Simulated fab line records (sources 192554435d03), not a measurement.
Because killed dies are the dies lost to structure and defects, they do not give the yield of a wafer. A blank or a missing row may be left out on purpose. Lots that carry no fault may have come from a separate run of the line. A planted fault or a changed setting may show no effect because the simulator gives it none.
fab line records ; flow n5Finfet
record lots=6; wafers=18; lastDay=19
route steps=1938 shown PASSIVATION@1918
lots untouched by any fault: they come from a run of this same line in which no faults occurred
startH: the number of hours between the record's first day and the start of the first shown wafer of the lot ; waitH: hours from the lot's prior step to this one ; " identical to the entry in the row above ; L1.1+2: several wafers, shown together as one row ; - no value, or no start given ; * or withheld: withheld ; < > ~ a bound
route shown NAME@n: a module of which the file shows steps, and the number in the route of the first ; usual: the fault-free wafers' mean and standard deviation ; same: alike in all rows ; chamber/n: place in a boat ; sites: the reading at each site ; _std_site: standard deviation of those values ; _edge_site: the outer-site mean with the inner-site mean subtracted ; radiusMm: how far each site lies from the wafer's centre ; mask NAME#n: copy n ; behind: the tool/chamber that last shaped the wafer ; hold: the reason the lot was held/the length of the hold in hours/how it ended ; device: whichever transistor did not switch (one of n, p or np) ; end of line: the same wafers' tests at the end of the route ; step lacking rows: just its recipe ; killed: not the wafer's yield, but the dies lost to structure and defects at the first sort ; map: per-die view of a wafer (x killed, . not killed, _ where there is no die)
set.NAME: setting as actually run; set.NAME@STEP: the setting as run at that earlier step ; model.NAME: the simulator's own value behind a step, which no gauge read
a table for each step, a row for each wafer; lots at some steps of the route
services: the hour from which a tool's chamber was out of use, counted from the record's first day as startH (under 0 if before that day), plus the number of hours and why
## steps
# step N5_PASSIVATION_COAT_38
# recipe spinRpm=3000; resistThkNm=withheld
# step N5_PASSIVATION_EBR_40
# recipe solvent=PGMEA; ebrWidthMm=1.5
# step N5_PASSIVATION_SOFTBAKE_39
# recipe tempC=110; timeS=120
# step N5_PASSIVATION_EXPOSE_41
# recipe maskId=PASS_OPEN; na=0.55; defocusNm=0; sourceShape=conventional; sigmaOuter=0.8; polarization=unpolarized; targetCdNm=40000; doseMj=57.25
# step N5_PASSIVATION_PEB_42
# recipe pebTempC=withheld; pebTimeS=*
# step N5_PASSIVATION_DEVELOP_43
# recipe developTimeS=60; rinseLiquid=diw; dry=airSpin; devTempC=21
# step N5_PASSIVATION_HARDBAKE_45
# recipe tempC=130; timeS=120
# step N5_PASSIVATION_CD_MEAS_44
# recipe targetCdNm=40000; landingEnergyEv=500; detector=seInlens
# usual cdNm=39997/3.5
lot.wafer;tool;chamber;startH;waitH;cdNm
L239.1;cdSem-02;0;296.78;-;39997
L239.3;cdSem-02;0;296.78;-;39997
L239.5;cdSem-02;0;296.78;-;39998
L245.3;cdSem-02;0;327.86;-;40001
L245.4;cdSem-02;0;327.86;-;40004
L245.5;cdSem-02;0;327.86;-;39998
L256.1;cdSem-02;0;390.40;-;40000
L256.2;cdSem-02;0;390.40;-;39995
L256.4;cdSem-02;0;390.40;-;39996
L257.1;cdSem-02;0;408.96;-;39996
L257.5;cdSem-02;0;408.96;-;39994
L257.6;cdSem-02;0;408.96;-;40001
L259.1;cdSem-03;0;414.49;-;39992
L259.3;cdSem-03;0;414.49;-;39990
L259.4;cdSem-03;0;414.49;-;39991
L261.1;cdSem-03;0;444.98;-;39994
L261.2;cdSem-03;0;444.98;-;40000
L261.6;cdSem-03;0;444.98;-;40001
# step N5_PASSIVATION_OVL_MEAS_66
# recipe pointsPerWafer=44
# usual PASS_OPEN_OVL=-1/5.2
lot.wafer;tool;chamber;startH;waitH;PASS_OPEN_OVL[nm]
L239.1;overlay-01;0;296.81;0.0;-3
L239.3;overlay-01;0;296.81;0.0;-1
L239.5;overlay-01;0;296.81;0.0;-5
L245.3;overlay-02;0;327.89;0.0;-5
L245.4;overlay-02;0;327.89;0.0;-3
L245.5;overlay-02;0;327.89;0.0;-10
L256.1;overlay-01;0;390.43;0.0;-4
L256.2;overlay-01;0;390.43;0.0;1
L256.4;overlay-01;0;390.43;0.0;-1
L257.1;overlay-02;0;408.99;0.0;0
L257.5;overlay-02;0;408.99;0.0;-8
L257.6;overlay-02;0;408.99;0.0;-6
L259.1;overlay-02;0;414.52;0.0;-9
L259.3;overlay-02;0;414.52;0.0;-10
L259.4;overlay-02;0;414.52;0.0;0
L261.1;overlay-02;0;445.01;0.0;-8
L261.2;overlay-02;0;445.01;0.0;-13
L261.6;overlay-02;0;445.01;0.0;-8
# step N5_PASSIVATION_INSPECT_67
# recipe mode=adi; inspectInstrument=macro
# usual rawDefectCount=2.1/1.4
lot.wafer;tool;chamber;startH;waitH;rawDefectCount
L239.1;defectInspect-01;-;296.84;0.0;2
L239.3;defectInspect-01;-;296.84;0.0;3
L239.5;defectInspect-01;-;296.84;0.0;1
L245.3;defectInspect-01;-;327.91;0.0;2
L245.4;defectInspect-01;-;327.91;0.0;0
L245.5;defectInspect-01;-;327.91;0.0;1
L256.1;defectInspect-01;-;390.45;0.0;4
L256.2;defectInspect-01;-;390.45;0.0;4
L256.4;defectInspect-01;-;390.45;0.0;3
L257.1;defectInspect-02;-;409.01;0.0;0
L257.5;defectInspect-02;-;409.01;0.0;2
L257.6;defectInspect-02;-;409.01;0.0;1
L259.1;defectInspect-02;-;414.55;0.0;2
L259.3;defectInspect-02;-;414.55;0.0;2
L259.4;defectInspect-02;-;414.55;0.0;1
L261.1;defectInspect-02;-;445.03;0.0;4
L261.2;defectInspect-02;-;445.03;0.0;2
L261.6;defectInspect-02;-;445.03;0.0;3
# step N5_PASSIVATION_DESCUM_46
# recipe chemistry=O2; timeS=7.9; sourcePowerW=50; biasPowerW=20; pressureMtorr=20; rfFrequencyHz=2.712e+07; tempC=40; o2FlowSccm=225
# usual biasPowerW=19.99/0.063; drypumpMotorCurrentA=5.6/0.32; oesProductAu=0.77/0.085; rfVppV=242.9/1.2; showerheadPlenumPTorr=2.08/0.066; throttleValvePct=20.57/0.22
lot.wafer;tool;chamber;startH;waitH;biasPowerW;drypumpMotorCurrentA;oesProductAu;rfHoursCounterH;rfVppV;showerheadPlenumPTorr;throttleValvePct
L239.1;rieDiel-01;0;296.90;0.1;19.92;5.7;0.79;112;242.3;2.10;20.58
L239.3;rieDiel-01;1;296.90;0.1;19.97;5.7;0.84;68;245.3;2.11;20.30
L239.5;rieDiel-01;2;296.90;0.1;19.93;5.7;0.76;-;244.1;2.10;20.67
L245.3;rieDiel-02;1;328.46;0.6;20.00;5.2;0.72;196;242.2;2.09;20.62
L245.4;rieDiel-02;2;328.46;0.6;19.89;5.3;0.67;246;242.1;1.98;20.98
L245.5;rieDiel-02;2;328.46;0.6;19.89;5.3;0.67;-;241.9;1.98;20.99
L256.1;rieDiel-02;0;390.56;0.1;19.92;6.1;0.70;233;241.4;1.98;20.40
L256.2;rieDiel-02;2;390.56;0.1;20.00;5.3;0.94;10;245.7;2.23;20.66
L256.4;rieDiel-02;0;390.56;0.1;19.94;6.1;0.71;-;242.3;1.98;20.39
L257.1;rieDiel-02;3;409.05;0.0;20.00;5.1;0.97;4;244.1;2.16;20.62
L257.5;rieDiel-02;2;409.05;0.0;19.99;5.3;0.92;-;244.2;2.23;20.67
L257.6;rieDiel-02;3;409.05;0.0;20.00;5.1;0.97;-;243.4;2.16;20.60
L259.1;rieDiel-01;2;414.65;0.1;20.03;5.7;0.72;181;243.0;2.09;20.73
L259.3;rieDiel-01;1;414.65;0.1;19.91;5.7;0.81;113;242.3;2.09;20.39
L259.4;rieDiel-01;3;414.65;0.1;19.93;5.7;0.95;12;241.0;2.04;20.32
L261.1;rieDiel-01;1;445.18;0.1;20.04;5.7;0.78;122;243.4;2.09;20.41
L261.2;rieDiel-01;2;445.18;0.1;20.01;5.7;0.71;191;242.9;2.08;20.74
L261.6;rieDiel-01;1;445.18;0.1;19.95;5.8;0.79;-;243.0;2.09;20.40
# step N5_PASSIVATION_PASS_ETCH_47
# recipe chemistry=CF4/O2; target=SiNx; targetDepthA=7700; timeS=385; ionEnergyEv=100; pressureMtorr=40; sourceW=535; biasW=49; Ar_flow_sccm=100; cf4FlowSccm=100; O2_flow_sccm=10
# usual drypumpMotorCurrentA=5.6/0.32; mfcArSccm=100.0/0.31; oes_ar_750_au=0.77/0.079; oes_f_703_au=0.77/0.079; oesProductAu=0.77/0.081; rfFwdPowerW=534.1/1.6; rfVppV=242/4.9; showerheadPlenumPTorr=2.20/0.062; throttleValvePct=16.04/0.18
lot.wafer;tool;chamber;startH;waitH;drypumpMotorCurrentA;mfcArSccm;oes_ar_750_au;oes_f_703_au;oesProductAu;rfFwdPowerW;rfHoursCounterH;rfVppV;showerheadPlenumPTorr;throttleValvePct
L239.1;rieDiel-01;0;296.93;0.0;5.7;99.8;0.79;0.78;0.78;533.0;112;241;2.21;15.96
L239.3;rieDiel-01;1;296.93;0.0;5.7;99.9;0.84;0.83;0.85;532.9;68;246;2.23;15.85
L239.5;rieDiel-01;2;296.93;0.0;5.7;100.2;0.77;0.78;0.76;534.4;-;235;2.21;16.08
L245.3;rieDiel-02;1;328.50;0.0;5.2;100.1;0.71;0.71;0.72;532.6;196;238;2.20;15.99
L245.4;rieDiel-02;2;328.50;0.0;5.3;100.1;0.68;0.68;0.68;535.6;246;247;2.10;16.48
L245.5;rieDiel-02;2;328.50;0.0;5.3;99.8;0.68;0.67;0.68;532.9;-;247;2.09;16.49
L256.1;rieDiel-02;0;390.60;0.0;6.1;100.0;0.71;0.71;0.71;536.3;233;236;2.10;15.98
L256.2;rieDiel-02;2;390.60;0.0;5.3;100.4;0.92;0.91;0.93;535.5;11;251;2.35;16.04
L256.4;rieDiel-02;0;390.60;0.0;6.2;100.7;0.72;0.71;0.71;536.5;-;236;2.10;15.97
L257.1;rieDiel-02;3;409.08;0.0;5.1;100.0;0.96;0.94;0.95;534.3;4;247;2.25;15.88
L257.5;rieDiel-02;2;409.08;0.0;5.3;100.3;0.90;0.90;0.91;535.4;-;252;2.35;16.05
L257.6;rieDiel-02;3;409.08;0.0;5.1;100.3;0.95;0.95;0.95;534.7;-;247;2.25;15.89
L259.1;rieDiel-01;2;414.68;0.0;5.7;99.9;0.73;0.74;0.72;534.5;181;237;2.19;16.15
L259.3;rieDiel-01;1;414.68;0.0;5.7;99.7;0.79;0.79;0.80;531.9;113;244;2.22;15.93
L259.4;rieDiel-01;3;414.68;0.0;5.7;99.9;0.94;0.95;0.93;532.7;12;243;2.16;15.77
L261.1;rieDiel-01;1;445.21;0.0;5.7;100.5;0.78;0.77;0.79;532.1;122;246;2.22;15.96
L261.2;rieDiel-01;2;445.21;0.0;5.6;100.0;0.72;0.74;0.72;535.3;191;236;2.19;16.15
L261.6;rieDiel-01;1;445.21;0.0;5.7;100.4;0.78;0.78;0.79;534.8;-;246;2.21;15.96
# step N5_PASSIVATION_ETCH_54
# recipe chemistry=CHF3/O2; target=SiO2; targetDepthA=8800; CHF3_flow_sccm=50; O2_flow_sccm=5; Ar_flow_sccm=200; timeS=440; maskMaterial=PR; pressureMtorr=30; sourceW=650; biasW=170; ionEnergyEv=200
# usual drypumpMotorCurrentA=5.6/0.32; mfcArSccm=199.9/0.6; oes_ar_750_au=0.77/0.08; oes_f_703_au=0.77/0.08; oesProductAu=0.77/0.081; rfFwdPowerW=649.0/2; rfVppV=526/11; showerheadPlenumPTorr=2.41/0.069; throttleValvePct=18.99/0.16
lot.wafer;tool;chamber;startH;waitH;drypumpMotorCurrentA;mfcArSccm;oes_ar_750_au;oes_f_703_au;oesProductAu;rfFwdPowerW;rfHoursCounterH;rfVppV;showerheadPlenumPTorr;throttleValvePct;model.PASSIVATION.featureDepthNm;model.etch.depthNm
L239.1;rieDiel-01;0;297.16;0.1;5.8;199.7;0.78;0.79;0.79;650.1;113;528;2.43;18.95;859;859.1
L239.3;rieDiel-01;1;297.16;0.1;5.8;201.0;0.84;0.83;0.84;647.9;69;535;2.44;18.80;869.2;869.3
L239.5;rieDiel-01;2;297.16;0.1;5.6;200.4;0.77;0.79;0.75;648.4;-;515;2.41;18.95;845.8;845.9
L245.3;rieDiel-02;1;328.73;0.1;5.2;200.6;0.71;0.71;0.72;648.0;196;516;2.39;18.90;864.4;864.3
L245.4;rieDiel-02;2;328.73;0.1;5.3;200.6;0.69;0.68;0.68;648.5;246;537;2.28;19.36;860.4;860.5
L245.5;rieDiel-02;2;328.73;0.1;5.3;200.7;0.68;0.68;0.68;647.3;-;537;2.28;19.37;858.6;858.6
L256.1;rieDiel-02;0;390.83;0.1;6.1;199.3;0.80;0.88;0.72;804.7;233;463;2.30;18.92;934.4;934.3
L256.2;rieDiel-02;2;390.83;0.1;5.3;200.1;1.05;1.18;0.95;805.6;11;492;2.56;18.99;992;991.9
L256.4;rieDiel-02;0;390.83;0.1;6.1;198.8;0.81;0.89;0.72;806.1;-;462;2.30;18.90;938;938.1
L257.1;rieDiel-02;3;409.31;0.1;5.1;199.3;1.08;1.21;0.98;801.7;5;485;2.47;18.88;969.2;969.2
L257.5;rieDiel-02;2;409.31;0.1;5.3;200.5;1.02;1.14;0.92;804.6;-;492;2.56;19.02;980;980
L257.6;rieDiel-02;3;409.31;0.1;5.1;200.6;1.09;1.21;0.98;801.9;-;484;2.47;18.88;965.2;965.1
L259.1;rieDiel-01;2;414.91;0.1;5.7;199.0;0.73;0.75;0.73;646.8;181;514;2.39;19.04;868.6;868.7
L259.3;rieDiel-01;1;414.91;0.1;5.7;199.6;0.79;0.78;0.80;651.6;113;532;2.43;18.87;888.6;888.6
L259.4;rieDiel-01;3;414.91;0.1;5.7;200.8;0.94;0.95;0.94;645.9;12;528;2.37;18.75;908.4;908.4
L261.1;rieDiel-01;1;445.44;0.1;5.7;200.3;0.78;0.77;0.78;649.5;122;534;2.42;18.88;885.6;885.5
L261.2;rieDiel-01;2;445.44;0.1;5.7;199.9;0.73;0.73;0.72;648.9;191;514;2.39;19.03;858.6;858.5
L261.6;rieDiel-01;1;445.44;0.1;5.8;199.0;0.78;0.77;0.79;648.0;-;535;2.42;18.89;885.2;885.2
# step N5_PASSIVATION_STRIP_48
# recipe chemistry=O2; powerW=600; tempC=60; pressureMtorr=30; rfFrequencyHz=6e+07; biasPowerW=0; overashFraction=0.5; o2FlowSccm=225
# usual drypumpMotorCurrentA=5.6/0.32; oesProductAu=0.77/0.082; rfVppV=3.5/2.5; showerheadPlenumPTorr=2.09/0.066; throttleValvePct=16.82/0.22
# same biasPowerW=0
lot.wafer;tool;chamber;startH;waitH;drypumpMotorCurrentA;oesProductAu;rfHoursCounterH;rfVppV;showerheadPlenumPTorr;throttleValvePct
L239.1;rieDiel-01;0;297.45;0.1;5.7;0.78;113;3.1;2.11;16.83
L239.3;rieDiel-01;1;297.45;0.1;5.8;0.81;69;9.2;2.11;16.57
L239.5;rieDiel-01;2;297.45;0.1;5.7;0.74;-;2.7;2.11;16.95
L245.3;rieDiel-02;1;329.02;0.1;5.2;0.73;196;3.9;2.09;16.86
L245.4;rieDiel-02;2;329.02;0.1;5.3;0.67;246;1.5;1.98;17.25
L245.5;rieDiel-02;2;329.02;0.1;5.3;0.69;-;3.7;1.98;17.27
L256.1;rieDiel-02;0;391.12;0.1;6.1;0.71;233;2.4;1.98;16.68
L256.2;rieDiel-02;2;391.12;0.1;5.3;0.95;11;5.1;2.24;16.76
L256.4;rieDiel-02;0;391.12;0.1;6.1;0.69;-;3.8;1.98;16.74
L257.1;rieDiel-02;3;409.60;0.1;5.1;0.97;5;5.5;2.16;16.77
L257.5;rieDiel-02;2;409.60;0.1;5.3;0.93;-;3.8;2.23;16.89
L257.6;rieDiel-02;3;409.60;0.1;5.1;0.95;-;8.8;2.16;16.78
L259.1;rieDiel-01;2;415.20;0.1;5.7;0.71;182;0.9;2.09;16.93
L259.3;rieDiel-01;1;415.20;0.1;5.7;0.80;113;6.3;2.10;16.63
L259.4;rieDiel-01;3;415.20;0.1;5.7;0.95;12;7.1;2.05;16.57
L261.1;rieDiel-01;1;445.73;0.1;5.7;0.80;122;2.7;2.09;16.62
L261.2;rieDiel-01;2;445.73;0.1;5.7;0.73;191;0;2.09;17.04
L261.6;rieDiel-01;1;445.73;0.1;5.7;0.78;-;5.0;2.09;16.71
## services
tool;chamber;startH;hours;kind
rieDiel-02;2;312.22;9.2;repair
rieDiel-02;2;339.33;-;clean
rieDiel-02;2;339.33;-;consumableReplace:focusRing
rieDiel-02;2;339.33;-;consumableReplace:showerhead
rieDiel-02;2;339.33;25.6;scheduledDown
rieDiel-02;2;339.33;25.6;ventCycle
rieDiel-01;3;367.73;-;clean
rieDiel-01;3;367.73;-;consumableReplace:focusRing
rieDiel-01;3;367.73;15.3;scheduledDown
rieDiel-01;3;367.73;15.3;ventCycle
rieDiel-02;3;369.76;-;clean
rieDiel-02;3;369.76;-;consumableReplace:focusRing
rieDiel-02;3;369.76;29.4;scheduledDown
rieDiel-02;3;369.76;29.4;ventCycle
rieDiel-02;1;370.46;5.3;repair
rieDiel-02;1;395.15;19.8;repair
rieDiel-01;0;400.75;3.4;repair
rieDiel-01;1;418.16;1.6;repair
rieDiel-02;0;434.30;-;clean
rieDiel-02;0;434.30;-;consumableReplace:focusRing
rieDiel-02;2;442.12;2.3;repair
## key
firstSign step=N5_PASSIVATION_ETCH_54; reading=rfFwdPowerW; direction=up; sigmas=78; usual=*; struck=*
effect step=N5_PASSIVATION_ETCH_54; reading=rfVppV; direction=down; sigmas=4.4; usual=526; struck=480
modelEffect step=N5_PASSIVATION_ETCH_54; value=PASSIVATION.featureDepthNm; without=886.6; struck=963.1
metAt N5_PASSIVATION_ETCH_54
struckWafers L256.1,L256.2,L256.4,L257.1,L257.5,L257.6
onsetBetween 328.73 390.83
fault kind=processParameterDrift; tool=rieDiel-02; chamber=-; onsetH=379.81; steps=N5_PASSIVATION_ETCH_54; channel=sourceW; offset=156; shape=step; endH=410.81; actsIn=theseRecipesOnly; stated=650
